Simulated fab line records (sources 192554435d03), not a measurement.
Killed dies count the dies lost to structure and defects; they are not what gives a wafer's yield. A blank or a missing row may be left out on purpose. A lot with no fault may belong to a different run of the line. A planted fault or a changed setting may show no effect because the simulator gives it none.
Split-lot study || flow n5_finfet || route with 1938 steps; 7 lots, 21 wafers read

ON THE SPLIT
At N5_BEOL_M7_ETCH_41 (etches SiCN in CH3F/O2, target depth 31.9 nm, time 57.8 s), the setting source_w was moved away from the recipe's 395 W on 8 of the 21 wafers read, by -18.0% to +14.7%. For the rest of the wafers, this setting stayed at what the recipe calls for.

Reading taken at the split's own step.

THE READING
rf_vpp_V, in V, at N5_BEOL_M7_ETCH_41 (etches SiCN in CH3F/O2, target depth 31.9 nm, time 57.8 s). A value of 297.3 V with a standard deviation of 1.3 V is what fault-free wafers of this fab line usually give.

{"wafer": "L075.1", "tool, chamber at the split": "rie_diel-01, 0", "source_w as run, W": 395, "against the recipe": "recipe", "rf_vpp_V, V": 298.7, "against lot-mates on the recipe": "-"}
{"wafer": "L075.3", "tool, chamber at the split": "rie_diel-01, 2", "source_w as run, W": 323.9, "against the recipe": "-18.0%", "rf_vpp_V, V": 315.6, "against lot-mates on the recipe": "+16.9"}
{"wafer": "L075.6", "tool, chamber at the split": "rie_diel-01, 3", "source_w as run, W": 323.9, "against the recipe": "-18.0%", "rf_vpp_V, V": 317.1, "against lot-mates on the recipe": "+18.4"}
{"wafer": "L081.2", "tool, chamber at the split": "rie_diel-05, 3", "source_w as run, W": 453, "against the recipe": "+14.7%", "rf_vpp_V, V": 283.8, "against lot-mates on the recipe": -13.4}
{"wafer": "L081.5", "tool, chamber at the split": "rie_diel-05, 3", "source_w as run, W": 395, "against the recipe": "recipe", "rf_vpp_V, V": 297.5, "against lot-mates on the recipe": "-"}
{"wafer": "L081.6", "tool, chamber at the split": "rie_diel-05, 0", "source_w as run, W": 395, "against the recipe": "recipe", "rf_vpp_V, V": 296.9, "against lot-mates on the recipe": "-"}
{"wafer": "L083.1", "tool, chamber at the split": "rie_diel-03, 0", "source_w as run, W": 440.4, "against the recipe": "+11.5%", "rf_vpp_V, V": 285.3, "against lot-mates on the recipe": -11.7}
{"wafer": "L083.3", "tool, chamber at the split": "rie_diel-03, 3", "source_w as run, W": 395, "against the recipe": "recipe", "rf_vpp_V, V": 297.1, "against lot-mates on the recipe": "-"}
{"wafer": "L083.4", "tool, chamber at the split": "rie_diel-03, 3", "source_w as run, W": 395, "against the recipe": "recipe", "rf_vpp_V, V": 296.9, "against lot-mates on the recipe": "-"}
{"wafer": "L086.2", "tool, chamber at the split": "rie_diel-01, 2", "source_w as run, W": 352.9, "against the recipe": "-10.7%", "rf_vpp_V, V": 309.2, "against lot-mates on the recipe": "no lot-mate on the recipe"}
{"wafer": "L086.4", "tool, chamber at the split": "rie_diel-01, 0", "source_w as run, W": 352.9, "against the recipe": "-10.7%", "rf_vpp_V, V": 307.2, "against lot-mates on the recipe": "no lot-mate on the recipe"}
{"wafer": "L086.6", "tool, chamber at the split": "rie_diel-01, 1", "source_w as run, W": 352.9, "against the recipe": "-10.7%", "rf_vpp_V, V": 309.4, "against lot-mates on the recipe": "no lot-mate on the recipe"}
{"wafer": "L088.1", "tool, chamber at the split": "rie_diel-01, 3", "source_w as run, W": 352.9, "against the recipe": "-10.7%", "rf_vpp_V, V": 309.8, "against lot-mates on the recipe": "+13.1"}
{"wafer": "L088.3", "tool, chamber at the split": "rie_diel-01, 0", "source_w as run, W": 395, "against the recipe": "recipe", "rf_vpp_V, V": 297.8, "against lot-mates on the recipe": "-"}
{"wafer": "L088.6", "tool, chamber at the split": "rie_diel-01, 0", "source_w as run, W": 395, "against the recipe": "recipe", "rf_vpp_V, V": 295.7, "against lot-mates on the recipe": "-"}
{"wafer": "L093.1", "tool, chamber at the split": "rie_diel-05, 2", "source_w as run, W": 395, "against the recipe": "recipe", "rf_vpp_V, V": 297.1, "against lot-mates on the recipe": "-"}
{"wafer": "L093.2", "tool, chamber at the split": "rie_diel-05, 0", "source_w as run, W": 395, "against the recipe": "recipe", "rf_vpp_V, V": 297.3, "against lot-mates on the recipe": "-"}
{"wafer": "L093.4", "tool, chamber at the split": "rie_diel-05, 3", "source_w as run, W": 395, "against the recipe": "recipe", "rf_vpp_V, V": 296.0, "against lot-mates on the recipe": "-"}
{"wafer": "L095.2", "tool, chamber at the split": "rie_diel-05, 2", "source_w as run, W": 395, "against the recipe": "recipe", "rf_vpp_V, V": 299.9, "against lot-mates on the recipe": "-"}
{"wafer": "L095.4", "tool, chamber at the split": "rie_diel-05, 3", "source_w as run, W": 395, "against the recipe": "recipe", "rf_vpp_V, V": 297.8, "against lot-mates on the recipe": "-"}
{"wafer": "L095.6", "tool, chamber at the split": "rie_diel-05, 2", "source_w as run, W": 395, "against the recipe": "recipe", "rf_vpp_V, V": 297.9, "against lot-mates on the recipe": "-"}

FIT RESULTS
A straight line over all 21 wafers: rf_vpp_V changes by -1.03 V for each +1% of source_w; r = -0.99; the points scatter about the line by 1.1 V.
The same after taking each lot's own level away (the mean of its wafers on the recipe; 18 wafers): -0.994 V for each +1%; r = -0.99; scatter 0.95 V.
That fit puts the effect of the largest move of source_w on the reading at 18 V.
From 296.75 to 298.70 V: that is the span of the lots' own levels, equal to 1.5 times the standard deviation above.
The two slopes are in agreement: the lot-to-lot level therefore moves the slope only a little.
Check: for one of the wafers moved furthest among these (-18.0%), held out of the fit, the line's prediction against its lot-mates is +18.6 V. It came out at +16.9 V against them.
Tool readings at the split's step, against how far the setting was moved: rf_vpp_V r = -0.99.

ADDITIONAL SPLITS CARRIED BY THESE WAFERS
Before the reading, these wafers also passed through other splits. Each is held against what the fit with the lots' levels taken away leaves over:
{"other split on the same wafers": "N5_BEOL_M7_EXPOSE_08 dose_mj", "wafers away from the commonest value": 7, "r with rf_vpp_V (lot level and that fit taken away)": -0.32}
{"other split on the same wafers": "N5_BEOL_M7_TRENCH_ETCH_37 time_s", "wafers away from the commonest value": 10, "r with rf_vpp_V (lot level and that fit taken away)": -0.11}

THE WHOLE CHAIN: every reading that the file lists as answering this split, in the file's order
{"step": "N5_BEOL_M7_ETCH_41", "what it does": "etches SiCN in CH3F/O2, target depth 31.9 nm, time 57.8 s", "reading": "rf_vpp_V", "change (the file's fit)": "-1 V for each +1% of the setting", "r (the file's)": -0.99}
{"step": "N5_BEOL_M7_ETCH_41", "what it does": "etches SiCN in CH3F/O2, target depth 31.9 nm, time 57.8 s", "reading": "etch.depth_nm (the simulator's own value, which no gauge read)", "change (the file's fit)": "+0.0716 nm for each +1% of the setting", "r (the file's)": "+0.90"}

THE FILE'S OWN FIT
rf_vpp_V changes by -1 V for each +1% of source_w, r = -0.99.
